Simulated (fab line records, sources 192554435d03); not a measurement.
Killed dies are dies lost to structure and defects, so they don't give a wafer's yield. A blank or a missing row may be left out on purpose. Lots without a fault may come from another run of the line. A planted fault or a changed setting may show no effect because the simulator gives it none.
fab line records | flow n5_finfet
record lots=10 wafers=28 last_day=21
route steps=1938 shown ZERO_LAYER@11 WELL_APT@29 BEOL_M4@1111
lots that met no fault: from a run of the same line without faults
start_h: hours from the record's first day to the start of the lot's first wafer shown | wait_h: hours since the lot's step before | " the same as in the row above | L1.1+2: a row that stands for several wafers | - no value, or no start given | * or withheld: withheld | < > ~ a bound
route shown NAME@n: a module of which the file shows steps, and the number in the route of the first | usual: mean/standard deviation of fault-free wafers | same: alike in all rows | chamber/n: place in a boat | sites: the reading at each site | _std_site: their standard deviation | _edge_site: outer sites' mean less inner sites' | radius_mm: how far each site lies from the wafer's centre | mask NAME#n: copy n | behind: the tool/chamber that last shaped the wafer | hold: why the lot was held/for how many hours/how that ended | device: the transistor (n, p or np) that didn't switch | end of line: the same wafers' tests at the end of the route | a step without rows: its recipe alone | killed: dies lost to structure and defects at the first sort, not the wafer's yield | map: a wafer's dies, x killed, . not, _ none there
set.NAME: the setting as run; set.NAME@STEP: as run at that earlier step | model.NAME: the simulator's own value behind a step, which no gauge read
steps of the route over a sample of lots; a table a step, a row a wafer
services: from which hour (start_h, from the record's first day; less than 0 if before it) a tool's chamber was out of use, for how many hours, and why
## steps
# step N5_ZERO_LAYER_DEVELOP_10
# recipe develop_time_s=60 rinse_liquid=diw dry=air_spin dev_temp_c=21
# columns lot.wafer tool chamber start_h wait_h
L178.3+4+5 litho_track-01 0 12.84 -
L179.1+4+5 litho_track-01 0 18.66 -
L183.2+3+4 litho_track-02 0 42.53 -
L184.4+5 litho_track-04 0 48.65 -
L187.1+2+5 litho_track-02 0 66.84 -
L195.3+4+6 litho_track-01 0 114.65 -
L196.3+5+6 litho_track-01 0 120.66 -
L197.3+6 litho_track-04 0 126.65 -
L200.1+5+6 litho_track-02 0 144.65 -
L201.2+3+6 litho_track-02 0 150.54 -
# step N5_ZERO_LAYER_CD_MEAS_11
# recipe target_cd_nm=2000 landing_energy_ev=500 detector=se_inlens
# usual cd_nm=1999.3/2.4
# columns lot.wafer tool chamber start_h wait_h cd_nm
L178.3 cd_sem-03 0 12.96 - 1997.5
L178.4 " 0 " " 2001.0
L178.5 " 0 " " 1999.6
L179.1 cd_sem-01 0 18.77 - 1995.4
L179.4 " 0 " " 2001.9
L179.5 " 0 " " 1999.1
L183.2 cd_sem-02 0 42.64 - 2002.9
L183.3 " 0 " " 1998.8
L183.4 " 0 " " 1999.0
L184.4 cd_sem-01 0 48.77 - 1998.8
L184.5 " 0 " " 1999.8
L187.1 cd_sem-02 0 66.95 - 2000.1
L187.2 " 0 " " 2000.8
L187.5 " 0 " " 2002.4
L195.3 cd_sem-01 0 114.77 - 1990.7
L195.4 " 0 " " 1996.5
L195.6 " 0 " " 1996.8
L196.3 cd_sem-02 0 120.77 - 1989.8
L196.5 " 0 " " 1991.2
L196.6 " 0 " " 2001.7
L197.3 cd_sem-02 0 126.77 - 2003.2
L197.6 " 0 " " 2004.9
L200.1 cd_sem-01 0 144.77 - 2001.9
L200.5 " 0 " " 2001.8
L200.6 " 0 " " 2002.6
L201.2 cd_sem-03 0 150.66 - 2000.3
L201.3 " 0 " " 2000.2
L201.6 " 0 " " 2002.3
# step N5_WELL_APT_OVL_MEAS_09
# recipe points_per_wafer=44
# usual NWELL_OVL=0/7.2
# columns lot.wafer tool chamber start_h wait_h NWELL_OVL[nm]
L178.3 overlay-02 0 14.03 0.0 7
L178.4 " 0 " " 0
L178.5 " 0 " " 12
L179.1 overlay-01 0 19.84 0.0 9
L179.4 " 0 " " 1
L179.5 " 0 " " 9
L183.2 overlay-02 0 43.72 0.0 -4
L183.3 " 0 " " 10
L183.4 " 0 " " -4
L184.4 overlay-02 0 49.71 0.0 3
L184.5 " 0 " " 4
L187.1 overlay-02 0 68.06 0.1 -2
L187.2 " 0 " " 4
L187.5 " 0 " " 5
L195.3 overlay-02 0 115.86 0.0 12
L195.4 " 0 " " 1
L195.6 " 0 " " -1
L196.3 overlay-02 0 121.89 0.0 -4
L196.5 " 0 " " 1
L196.6 " 0 " " 0
L197.3 overlay-02 0 127.84 0.0 4
L197.6 " 0 " " -4
L200.1 overlay-01 0 145.84 0.0 -2
L200.5 " 0 " " 3
L200.6 " 0 " " 16
L201.2 overlay-02 0 151.74 0.0 -11
L201.3 " 0 " " -5
L201.6 " 0 " " -6
# step N5_WELL_APT_INSPECT_10
# recipe mode=adi inspect_instrument=macro
# usual raw_defect_count=2.1/1.5
# columns lot.wafer tool chamber start_h wait_h raw_defect_count
L178.3 defect_inspect-01 - 14.05 0.0 4
L178.4 " - " " 3
L178.5 " - " " 3
L179.1 defect_inspect-01 - 19.87 0.0 0
L179.4 " - " " 4
L179.5 " - " " 1
L183.2 defect_inspect-01 - 43.74 0.0 4
L183.3 " - " " 1
L183.4 " - " " 1
L184.4 defect_inspect-01 - 49.74 0.0 1
L184.5 " - " " 0
L187.1 defect_inspect-02 - 68.08 0.0 2
L187.2 " - " " 3
L187.5 " - " " 3
L195.3 defect_inspect-02 - 115.88 0.0 3
L195.4 " - " " 1
L195.6 " - " " 0
L196.3 defect_inspect-02 - 121.92 0.0 0
L196.5 " - " " 0
L196.6 " - " " 2
L197.3 defect_inspect-01 - 127.87 0.0 1
L197.6 " - " " 0
L200.1 defect_inspect-01 - 145.87 0.0 1
L200.5 " - " " 4
L200.6 " - " " 1
L201.2 defect_inspect-01 - 151.76 0.0 3
L201.3 " - " " 2
L201.6 " - " " 1
# step N5_WELL_APT_DESCUM_13
# recipe chemistry=O2 time_s=7.9 source_power_w=50 bias_power_w=20 pressure_mtorr=20 rf_frequency_hz=2.712e+07 temp_c=40 o2_flow_sccm=225
# usual bias_power_w=20.00/0.06 drypump_motor_current_A=5.9/0.41 oes_product_au=0.81/0.093 rf_vpp_V=243.5/1.4 showerhead_plenum_p_Torr=2.13/0.069 throttle_valve_pct=20.32/0.28
# columns lot.wafer tool chamber start_h wait_h bias_power_w drypump_motor_current_A oes_product_au rf_hours_counter_h rf_vpp_V showerhead_plenum_p_Torr throttle_valve_pct
L178.3 rie_diel-04 3 14.09 0.0 19.99 5.7 0.72 196 243.6 2.17 20.43
L178.4 " 2 " " 19.99 5.7 0.85 54 243.6 2.10 20.08
L178.5 " 3 " " 19.96 5.7 0.72 - 243.7 2.17 20.42
L179.1 rie_diel-01 3 19.90 0.0 20.03 6.4 0.79 120 242.9 2.11 20.13
L179.4 " 2 " " 20.02 5.5 0.78 - 244.9 2.09 20.05
L179.5 " 0 " " 20.00 6.2 0.90 - 245.5 2.22 20.20
L183.2 rie_diel-01 3 43.78 0.0 20.10 6.4 0.79 127 242.3 2.11 20.15
L183.3 " 2 " " 20.03 5.5 0.78 132 243.8 2.09 20.03
L183.4 " 1 " " 20.05 5.9 0.72 191 243.1 2.10 20.81
L184.4 rie_diel-01 1 49.77 0.0 19.80 6.0 0.72 193 242.2 2.10 20.82
L184.5 " 0 " " 19.97 6.2 0.87 - 244.5 2.22 20.22
L187.1 rie_diel-05 0 68.12 0.0 20.01 5.7 0.88 25 244.2 2.23 20.01
L187.2 " 2 " " 20.00 5.8 0.95 9 244.8 2.11 20.00
L187.5 " 1 " " 19.93 6.2 0.69 - 242.1 1.98 20.78
L195.3 rie_diel-05 0 116.28 0.4 19.97 5.7 0.85 35 246.6 2.22 20.05
L195.4 " 2 " " 20.04 5.8 0.91 - 243.1 2.11 20.01
L195.6 " 1 " " 20.07 6.2 0.68 - 240.4 1.97 20.79
L196.3 rie_diel-05 0 122.16 0.2 19.98 5.7 0.84 38 245.1 2.22 20.06
L196.5 " 3 " " 20.03 6.7 0.99 - 245.5 2.26 20.39
L196.6 " 0 " " 19.91 5.7 0.83 - 244.4 2.22 20.05
L197.3 rie_diel-01 3 128.06 0.2 20.07 6.4 0.77 149 243.0 2.10 20.21
L197.6 " 0 " " 20.00 6.2 0.85 - 246.2 2.21 20.24
L200.1 rie_diel-01 1 146.50 0.6 20.00 5.9 0.70 218 242.9 2.09 20.86
L200.5 " 3 " " 19.89 6.4 0.77 - 243.5 2.10 20.18
L200.6 " 0 " " 19.98 6.2 0.83 - 245.3 2.21 20.24
L201.2 rie_diel-05 3 151.88 0.1 20.08 6.7 0.92 11 246.1 2.26 20.40
L201.3 " 2 " " 19.96 5.8 0.88 34 244.6 2.11 20.02
L201.6 " 1 " " 19.99 6.2 0.98 - 244.9 2.23 20.53
# step N5_BEOL_M4_RC_MEAS_101
# usual DIBL_N=37.7/2 DIBL_P=37.7/2.3 IOFF_N=0.18/0.039 IOFF_P=0.23/0.042 ION_N=681/12 ION_P=463/8 SS_N=71.9/0.68 SS_P=73.6/0.71 VT_N=248/3.2 VT_P=-249/3.1
# columns lot.wafer tool chamber start_h wait_h DIBL_N[mV/V] DIBL_P[mV/V] IOFF_N[nA/um] IOFF_P[nA/um] ION_N[uA/um] ION_P[uA/um] SS_N[mV/dec] SS_P[mV/dec] VT_N[mV] VT_P[mV]
L178.3 prober-01 0 271.29 0.3 36.6 36.6 0.17 0.24 669 464 72.1 72.7 249 -245
L178.4 " 0 " " 38.5 38.0 0.20 0.25 675 460 72.3 73.1 248 -243
L178.5 " 0 " " 40.1 42.1 0.26 0.36 688 471 72.8 73.9 243 -241
L179.1 prober-01 0 273.92 0.0 36.0 33.5 0.15 0.17 683 459 71.5 73.2 248 -252
L179.4 " 0 " " 41.0 39.8 0.31 0.28 702 465 72.3 74.6 239 -246
L179.5 " 0 " " 37.1 35.3 0.17 0.20 672 459 71.9 73.7 247 -250
L183.2 prober-02 0 281.51 0.2 36.9 37.8 0.16 0.22 654 455 71.3 74.1 252 -251
L183.3 " 0 " " 40.1 40.5 0.25 0.27 685 462 73.1 74.9 244 -249
L183.4 " 0 " " 35.0 34.6 0.14 0.18 679 455 71.2 73.2 250 -253
L184.4 prober-01 0 305.76 0.5 36.3 37.5 0.16 0.21 684 469 72.1 73.8 252 -249
L184.5 " 0 " " 39.2 41.1 0.23 0.26 700 471 72.5 75.4 245 -248
L187.1 prober-01 0 309.95 0.0 37.6 36.9 0.16 0.23 664 460 72.0 74.0 250 -249
L187.2 " 0 " " 40.3 38.5 0.23 0.25 682 461 72.7 74.1 247 -245
L187.5 " 0 " " 38.8 38.6 0.18 0.24 670 455 71.5 73.5 251 -250
L195.3 prober-02 0 348.76 0.3 37.2 36.4 0.17 0.23 674 463 71.4 73.9 248 -250
L195.4 " 0 " " 37.3 36.6 0.16 0.23 680 463 72.0 74.3 252 -250
L195.6 " 0 " " 38.1 37.9 0.19 0.25 676 459 72.4 73.7 249 -246
L196.3 prober-01 0 360.36 0.3 38.0 36.7 0.18 0.22 665 457 71.2 73.7 248 -250
L196.5 " 0 " " 37.0 35.4 0.16 0.20 677 462 71.2 73.1 248 -249
L196.6 " 0 " " 39.6 38.5 0.20 0.24 681 463 72.0 74.4 246 -251
L197.3 prober-01 0 378.16 0.3 38.2 38.9 0.19 0.24 685 466 71.8 73.5 246 -248
L197.6 " 0 " " 33.5 32.8 0.11 0.16 674 461 70.6 72.8 254 -255
L200.1 prober-02 0 389.10 0.0 39.4 38.3 0.22 0.26 685 469 73.2 73.9 245 -247
L200.5 " 0 " " 36.0 34.0 0.17 0.19 680 459 71.6 72.8 249 -251
L200.6 " 0 " " 38.5 39.8 0.22 0.30 688 471 71.4 73.6 244 -246
L201.2 prober-02 0 402.43 0.2 36.5 36.5 0.16 0.26 662 460 71.5 73.6 250 -245
L201.3 " 0 " " 33.3 31.9 0.12 0.17 680 463 70.8 73.0 248 -251
L201.6 " 0 " " 36.9 37.3 0.19 0.26 686 475 72.2 74.0 248 -246
## services
# columns tool chamber start_h hours kind
rie_diel-05 2 -5.18 - clean
rie_diel-05 2 -5.18 - consumable_replace:focus_ring
rie_diel-05 2 -5.18 34.3 scheduled_down
rie_diel-05 2 -5.18 34.3 vent_cycle
rie_diel-01 2 -0.06 8.4 repair
rie_diel-05 - 1.98 0.2 repair
rie_diel-01 1 10.07 16.5 repair
rie_diel-04 2 16.14 10.4 repair
rie_diel-04 1 39.38 - clean
rie_diel-04 1 39.38 - consumable_replace:focus_ring
rie_diel-04 1 39.38 12.5 scheduled_down
rie_diel-04 1 39.38 12.5 vent_cycle
rie_diel-05 3 89.42 - clean
rie_diel-05 3 89.42 - consumable_replace:focus_ring
rie_diel-05 3 89.42 - consumable_replace:showerhead
rie_diel-05 3 89.42 32.7 scheduled_down
rie_diel-05 3 89.42 32.7 vent_cycle
rie_diel-05 - 89.99 15.6 pm
rie_diel-01 - 109.73 14.6 pm
rie_diel-05 1 122.16 - clean
rie_diel-05 1 122.16 - consumable_replace:focus_ring
rie_diel-05 1 122.16 - consumable_replace:showerhead
rie_diel-05 1 122.16 17.9 scheduled_down
rie_diel-05 1 122.16 17.9 vent_cycle
## key
first_sign step=N5_ZERO_LAYER_CD_MEAS_11 reading=cd_nm direction=down sigmas=3.7 usual=1999.3 struck=1990.6
effect none on later readings
met_at N5_ZERO_LAYER_DEVELOP_10
struck_lots L195,L196
struck_wafers L195.3,L196.3,L196.5
not_acting_at N5_WELL_APT_OVL_MEAS_09,N5_WELL_APT_INSPECT_10,N5_WELL_APT_DESCUM_13
onset_between 18.66 114.65
fault kind=process_parameter_drift tool=litho_track-01 chamber=- onset_h=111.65 steps=N5_ZERO_LAYER_DEVELOP_10 channel=develop_time_s offset=* shape=step end_h=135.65 scope=struck_wafers_only acts_in=* stated=*
